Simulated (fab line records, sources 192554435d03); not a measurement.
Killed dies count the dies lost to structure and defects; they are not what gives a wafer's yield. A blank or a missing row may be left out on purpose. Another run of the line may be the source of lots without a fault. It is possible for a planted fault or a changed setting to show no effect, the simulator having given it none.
Chamber matching || flow n5_finfet || N5_BEOL_M15_CMP_49 on cmp-01: 4 sister chambers
The step polishes, stops on SiO2, t overpolish 4.9 s, target thk 850 nm. 4 wafers are shown with their chamber, then 10 later ones without.

## WAFERS PAIRED WITH THEIR CHAMBERS
{"wafer": "L080.2", "chamber": 1, "motor_current_A (A)": 7.0}
{"wafer": "L080.4", "chamber": 0, "motor_current_A (A)": 8.3}
{"wafer": "L083.1", "chamber": 3, "motor_current_A (A)": 8.9}
{"wafer": "L083.2", "chamber": 2, "motor_current_A (A)": 8.2}

## WAFERS WITHOUT THEIR CHAMBER
{"wafer": "L083.4", "motor_current_A (A)": 7.3}
{"wafer": "L088.1", "motor_current_A (A)": 8.1}
{"wafer": "L088.3", "motor_current_A (A)": 8.5}
{"wafer": "L088.4", "motor_current_A (A)": 8.7}
{"wafer": "L090.2", "motor_current_A (A)": 8.0}
{"wafer": "L090.4", "motor_current_A (A)": 7.1}
{"wafer": "L090.5", "motor_current_A (A)": 8.3}
{"wafer": "L093.3", "motor_current_A (A)": 7.5}
{"wafer": "L093.4", "motor_current_A (A)": 8.4}
{"wafer": "L093.5", "motor_current_A (A)": 8.5}

## WHICH CHAMBER EACH WENT THROUGH
{"wafer": "L083.4", "from the rows above": 1, "in truth": 1}
{"wafer": "L088.1", "from the rows above": "can't be placed: 2 or 0", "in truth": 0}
{"wafer": "L088.3", "from the rows above": "can't be placed: 0 or 2 or 3", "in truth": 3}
{"wafer": "L088.4", "from the rows above": "can't be placed: 3 or 0 or 2", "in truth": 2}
{"wafer": "L090.2", "from the rows above": "can't be placed: 2 or 0", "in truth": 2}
{"wafer": "L090.4", "from the rows above": 1, "in truth": 1}
{"wafer": "L090.5", "from the rows above": "can't be placed: 0 or 2", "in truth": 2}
{"wafer": "L093.3", "from the rows above": "can't be placed: 1 or 2 or 0", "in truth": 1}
{"wafer": "L093.4", "from the rows above": "can't be placed: 0 or 2 or 3", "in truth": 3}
{"wafer": "L093.5", "from the rows above": "can't be placed: 0 or 2 or 3", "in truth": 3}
Correct placement for 2 of the 10. Unplaceable from these rows: 8, with the true chamber sitting among the candidates in 8. 0 placed wrongly.
How it was worked out, from the rows above alone: a wafer's distance from a chamber is the root of the sum, over the readings, of the square of ((its reading less the chamber's mean) divided by the reading's scatter). If the next closest chamber is less than 2 further off than the closest, the wafer can't be placed; otherwise it belongs to the closest. Each chamber's mean is taken over the wafers shown for it. The scatter (one wafer shown for each chamber): square how far every hidden wafer sits from the nearest shown wafer, average those squares and take the square root.
